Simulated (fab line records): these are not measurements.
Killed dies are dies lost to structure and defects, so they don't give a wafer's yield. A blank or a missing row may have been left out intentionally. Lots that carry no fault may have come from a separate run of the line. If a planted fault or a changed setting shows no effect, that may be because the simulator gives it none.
Which tool is to blame? | flow nand_harc | 13 lots with 39 wafers sampled at 5 steps, on a route of 1302 steps

## WHAT THE GAUGES SHOWED, per wafer
NHARC_END_SORT_01. Usual: killed_at_array 53, standard deviation 21; killed_at_other 1.0, standard deviation 1.3; killed_at_periphery 3.8, standard deviation 2.4; killed_dies 58, standard deviation 21; killed_open 3.4, standard deviation 1.9; killed_short 2.4, standard deviation 1.5.
lot  | measured     | on        | killed_at_array | killed_at_other | killed_at_periphery | killed_dies | killed_open | killed_short | flag
L403 | day 32 07:25 | prober-01 | 156 87 71       | 5 0 0           | 4 0 1               | 165 87 72   | 2 1 1       | 5 3 0        |

## WHAT TOOL EACH LOT RAN ON (gives the tool, then ch and the chambers of the sampled wafers, and finally the start)
lot  | NHARC_A_STAIRCASE_DEP_325       | NHARC_THIN_TSV_STRIP_62              | NHARC_THIN_TSV_PRE_CLEAN_50             | NHARC_THIN_TSV_PVD_51
L386 | pecvd-03 ch 1,2, day 18 20:34   | plasma_asher-02 ch 0,1, day 24 06:13 | pvd_sputter-01, no start                | pvd_sputter-01, no start
L385 | pecvd-04 ch 1,2, day 18 20:34   | plasma_asher-02 ch 0,1, day 24 18:40 | pvd_sputter-02, no start                | pvd_sputter-02, no start
L387 | pecvd-03 ch 0,1,2, day 19 06:49 | plasma_asher-01 ch 0,1, day 24 21:15 | pvd_sputter-03, no start                | pvd_sputter-03, no start
L388 | pecvd-04 ch 0,1, day 19 16:52   | plasma_asher-01 ch 0, day 24 19:54   | pvd_sputter-03, no start                | pvd_sputter-03, no start
L389 | pecvd-02 ch 0,1,2, day 20 07:20 | plasma_asher-02 ch 0,1, day 25 13:39 | pvd_sputter-03, no start                | pvd_sputter-03, no start
L390 | pecvd-03 ch 0,1,2, day 20 07:55 | plasma_asher-01 ch 0,1, day 25 15:08 | pvd_sputter-02, no start                | pvd_sputter-02, no start
L392 | pecvd-03 ch 1,2, day 22 13:27   | plasma_asher-02 ch 0,1, day 28 04:38 | pvd_sputter-03, no start                | pvd_sputter-03, no start
L394 | pecvd-04 ch 0,1, day 22 13:27   | plasma_asher-01 ch 0,1, day 28 05:46 | pvd_sputter-02, no start                | pvd_sputter-02, no start
L393 | pecvd-02 ch 0,1,2, day 22 13:31 | plasma_asher-02 ch 0,1, day 28 03:13 | pvd_sputter-01, no start                | pvd_sputter-01, no start
L395 | pecvd-03 ch 1,2, day 22 14:02   | plasma_asher-02 ch 0,1, day 28 13:08 | pvd_sputter-02, no start                | pvd_sputter-02, no start
L403 | pecvd-03 ch 0,1,2, day 26 08:57 | plasma_asher-01 ch 0,1, day 31 19:02 | pvd_sputter-02, day 32 07:25 or earlier | pvd_sputter-02, day 32 07:25 or earlier
L408 | pecvd-04 ch 1,2, day 28 09:45   | plasma_asher-02 ch 0,1, day 34 00:02 | pvd_sputter-03, no start                | pvd_sputter-03, no start
L407 | pecvd-02 ch 1,2, day 28 09:45   | plasma_asher-02 ch 0,1, day 33 23:50 | pvd_sputter-01, no start                | pvd_sputter-01, no start
- NHARC_A_STAIRCASE_DEP_325: deposits SiO2, target thk 7200 nm.
- NHARC_THIN_TSV_STRIP_62: strips in N2/H2, time 20 s.
- NHARC_THIN_TSV_PRE_CLEAN_50: time 30 s.
- NHARC_THIN_TSV_PVD_51: deposits Cu, target thk 100 nm.

## WHAT THE TOOLS THEMSELVES READ (means of the sampled wafers that have a number; where no wafer has one, the mark that the record gives instead)
NHARC_A_STAIRCASE_DEP_325. Usual: heater_power_w 658 W, standard deviation 96.
lot  | tool     | heater_power_w (W) | flag
L386 | pecvd-03 | 606                |
L385 | pecvd-04 | 626                |
L387 | pecvd-03 | 624                |
L388 | pecvd-04 | 674                |
L389 | pecvd-02 | 690                |
L390 | pecvd-03 | 622                |
L392 | pecvd-03 | 583                |
L394 | pecvd-04 | 698                |
L393 | pecvd-02 | 685                |
L395 | pecvd-03 | 642                |
L403 | pecvd-03 | 638                |
L408 | pecvd-04 | 544                |
L407 | pecvd-02 | 724                |

NHARC_THIN_TSV_STRIP_62. Usual: drypump_motor_current_A 6.1 A, standard deviation 0.46; heater_power_w 323 W, standard deviation 25.
lot  | tool            | drypump_motor_current_A (A) | heater_power_w (W) | flag
L386 | plasma_asher-02 | 6.3                         | 334                |
L385 | plasma_asher-02 | 6.3                         | 337                |
L387 | plasma_asher-01 | 5.8                         | 318                |
L388 | plasma_asher-01 | 5.5                         | 313                |
L389 | plasma_asher-02 | 6.0                         | 319                |
L390 | plasma_asher-01 | 5.8                         | 310                |
L392 | plasma_asher-02 | 6.3                         | 343                |
L394 | plasma_asher-01 | 5.9                         | 318                |
L393 | plasma_asher-02 | 6.3                         | 345                |
L395 | plasma_asher-02 | 6.3                         | 343                |
L403 | plasma_asher-01 | 5.8                         | 297                |
L408 | plasma_asher-02 | 6.0                         | 304                |
L407 | plasma_asher-02 | 6.0                         | 306                |

NHARC_THIN_TSV_PRE_CLEAN_50. Usual: heater_power_w 416 W, standard deviation 43.
lot  | tool           | heater_power_w (W) | flag
L386 | pvd_sputter-01 | 384                |
L385 | pvd_sputter-02 | 408                |
L387 | pvd_sputter-03 | 401                |
L388 | pvd_sputter-03 | 335                |
L389 | pvd_sputter-03 | 377                |
L390 | pvd_sputter-02 | 388                |
L392 | pvd_sputter-03 | 381                |
L394 | pvd_sputter-02 | 419                |
L393 | pvd_sputter-01 | 409                |
L395 | pvd_sputter-02 | 429                |
L403 | pvd_sputter-02 | 445                |
L408 | pvd_sputter-03 | 409                |
L407 | pvd_sputter-01 | 403                |

NHARC_THIN_TSV_PVD_51. Usual: throttle_valve_pct 30.3 %, standard deviation 1.1.
lot  | tool           | throttle_valve_pct (%) | flag
L386 | pvd_sputter-01 | 30.0                   |
L385 | pvd_sputter-02 | 31.0                   |
L387 | pvd_sputter-03 | 30.8                   |
L388 | pvd_sputter-03 | 31.3                   |
L389 | pvd_sputter-03 | 30.5                   |
L390 | pvd_sputter-02 | 30.4                   |
L392 | pvd_sputter-03 | 29.7                   |
L394 | pvd_sputter-02 | 30.4                   |
L393 | pvd_sputter-01 | 31.5                   |
L395 | pvd_sputter-02 | 30.9                   |
L403 | pvd_sputter-02 | 30.6                   |
L408 | pvd_sputter-03 | 30.3                   |
L407 | pvd_sputter-01 | 30.1                   |

## THE ANSWER, worked out from the rows above alone
Rule: a lot is off if the mean of its wafers that have a number lies more than 3 standard deviations from the usual mean. A lot without any number at a reading at which 4 lots or more have one is off too. Any other lot the step has rows for is counted as sound. The gauges are gone through in route order, then the tools' own readings, and for those a lot's mean is taken as printed above. The first step at which some lot is off is used, and at that step the reading that is off furthest; a lot without a number counts as furthest.
No lot is off on any of the readings shown, so nothing can be concluded from this.

## WHAT THE SIMULATOR PUT IN
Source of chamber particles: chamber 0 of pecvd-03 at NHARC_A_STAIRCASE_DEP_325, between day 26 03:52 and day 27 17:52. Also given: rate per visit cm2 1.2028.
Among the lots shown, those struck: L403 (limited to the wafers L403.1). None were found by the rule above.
